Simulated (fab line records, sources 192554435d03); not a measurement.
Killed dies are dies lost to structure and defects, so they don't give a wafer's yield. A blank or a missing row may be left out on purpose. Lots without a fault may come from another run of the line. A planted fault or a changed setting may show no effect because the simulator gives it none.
Split-lot experiment | flow n5_finfet | 7 lots, 39 wafers read, on a route of 1938 steps

THE SPLIT
At N5_GATE_CUT_ALD_22 (deposits SiNx, target thk 16 nm, pulse time 1 s, ald cycles 320), the setting ald_cycles was moved away from the recipe's 320 on 15 of the 39 wafers read, by -58.1% to +45.6%. The other wafers ran this setting at the recipe's value.

The reading is taken at the split's own step.

THE READING
SiNx_of_GATE_CUT_ALD_22.thk_nm (the simulator's own value, which no gauge read), in nm, at N5_GATE_CUT_ALD_22 (deposits SiNx, target thk 16 nm, pulse time 1 s, ald cycles 320). The file gives no usual value for it. The 24 wafers here that ran the recipe average 16.0 nm, standard deviation 0.08 nm.

wafer  | tool, chamber at the split | ald_cycles as run | against the recipe | SiNx_of_GATE_CUT_ALD_22.thk_nm, nm | against lot-mates on the recipe
L074.1 | ald_sin-03, 2,3,1          | 393               | +22.8%             | 19.6                               | +3.6
L074.2 | ald_sin-03, 2,3,1          | 393               | +22.8%             | 19.6                               | +3.6
L074.4 | ald_sin-03, 2,3,1          | 393               | +22.8%             | 19.6                               | +3.6
L074.3 | ald_sin-03, 0,0,3          | 320               | recipe             | 16                                 | -
L074.5 | ald_sin-03, 0,0,3          | 320               | recipe             | 16                                 | -
L074.6 | ald_sin-03, 0,0,3          | 320               | recipe             | 16                                 | -
L075.1 | ald_sin-03, 3,1,3          | 186               | -41.9%             | 9.2                                | -6.8
L075.3 | ald_sin-03, 3,1,3          | 186               | -41.9%             | 9.2                                | -6.8
L075.5 | ald_sin-03, 3,1,3          | 186               | -41.9%             | 9.2                                | -6.8
L075.2 | ald_sin-03, 0,2,2          | 320               | recipe             | 16                                 | -
L075.4 | ald_sin-03, 0,2,2          | 320               | recipe             | 16                                 | -
L075.6 | ald_sin-03, 0,2,2          | 320               | recipe             | 16                                 | -
L077.1 | ald_sin-01, 0,3,0          | 466               | +45.6%             | 23.4                               | +7.3
L077.5 | ald_sin-01, 0,3,0          | 466               | +45.6%             | 23.4                               | +7.3
L077.6 | ald_sin-01, 0,3,0          | 466               | +45.6%             | 23.4                               | +7.3
L077.2 | ald_sin-01, 3,2            | 320               | recipe             | 16                                 | -
L077.4 | ald_sin-01, 3,2            | 320               | recipe             | 16                                 | -
L077.3 | ald_sin-01, 1              | 320               | recipe             | 16.2                               | -
L078.1 | ald_sin-01, 0,2,3          | 134               | -58.1%             | 6.6                                | -9.3
L078.2 | ald_sin-01, 0,2,3          | 134               | -58.1%             | 6.6                                | -9.3
L078.6 | ald_sin-01, 0,2,3          | 134               | -58.1%             | 6.6                                | -9.3
L078.3 | ald_sin-01, 3,0            | 320               | recipe             | 16                                 | -
L078.5 | ald_sin-01, 3,0            | 320               | recipe             | 16                                 | -
L078.4 | ald_sin-01, 1              | 320               | recipe             | 15.8                               | -
L079.2 | ald_sin-02, 1,0,3          | 320               | recipe             | 16                                 | -
L079.5 | ald_sin-02, 1,0,3          | 320               | recipe             | 16                                 | -
L079.6 | ald_sin-02, 1,0,3          | 320               | recipe             | 16                                 | -
L089.1 | ald_sin-02, 3,0            | 320               | recipe             | 16.2                               | -
L089.4 | ald_sin-02, 3,0            | 320               | recipe             | 16.2                               | -
L089.2 | ald_sin-02, 2,1,3,0        | 320               | recipe             | 16                                 | -
L089.3 | ald_sin-02, 2,1,3,0        | 320               | recipe             | 16                                 | -
L089.5 | ald_sin-02, 2,1,3,0        | 320               | recipe             | 16                                 | -
L089.6 | ald_sin-02, 2,1,3,0        | 320               | recipe             | 16                                 | -
L097.1 | ald_sin-02, 2,1,1          | 320               | recipe             | 16                                 | -
L097.4 | ald_sin-02, 2,1,1          | 320               | recipe             | 16                                 | -
L097.6 | ald_sin-02, 2,1,1          | 320               | recipe             | 16                                 | -
L097.2 | ald_sin-02, 3,0,2          | 446               | +39.4%             | 22.4                               | +6.4
L097.3 | ald_sin-02, 3,0,2          | 446               | +39.4%             | 22.4                               | +6.4
L097.5 | ald_sin-02, 3,0,2          | 446               | +39.4%             | 22.4                               | +6.4
Where a row lists several chambers, the file gives one row for several wafers and doesn't say which wafer went through which chamber.

THE FIT
A straight line over all 39 wafers: SiNx_of_GATE_CUT_ALD_22.thk_nm changes by +0.162 nm for each +1% of ald_cycles; r = +1.00; the points scatter about the line by 0.071 nm.
The same after taking each lot's own level away (the mean of its wafers on the recipe; 39 wafers): +0.161 nm for each +1%; r = +1.00; scatter 0.063 nm.
On that fit, the largest move of ald_cycles shifts the reading by 9.4 nm.
The lots' own levels span 15.93 to 16.07 nm, that is 1.7 times the standard deviation above.
So the lot-to-lot level changes the slope little: the two slopes agree.
Check: with one of the wafers moved furthest among these (-58.1%) left out of the fit, the line predicts -9.38 nm for it against its lot-mates. It came out at -9.33 nm against them.

THE WHOLE CHAIN: every reading that the file lists as answering this split, in the file's order
step               | what it does                                                    | reading                                                                         | change (the file's fit)                                                           | r (the file's)
N5_GATE_CUT_ALD_22 | deposits SiNx, target thk 16 nm, pulse time 1 s, ald cycles 320 | SiNx_of_GATE_CUT_ALD_22.thk_nm (the simulator's own value, which no gauge read) | +0.161 nm for each +1% of the setting                                             | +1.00
N5_GATE_CUT_CMP_23 | polishes, stops on SiO2, t overpolish 23.4 s, target thk 16 nm  | time_to_endpoint_s                                                              | withheld for each +1% of the setting                                              | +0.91
N5_GATE_CUT_CMP_23 | polishes, stops on SiO2, t overpolish 23.4 s, target thk 16 nm  | SiNx_of_GATE_CUT_ALD_22.thk_nm (the simulator's own value, which no gauge read) | not straight: 6.6 at the lowest setting, 16.02 at the recipe, 15.4 at the highest | not given

THE FILE'S OWN FIT
SiNx_of_GATE_CUT_ALD_22.thk_nm changes by +0.161 nm for each +1% of ald_cycles, r = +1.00.
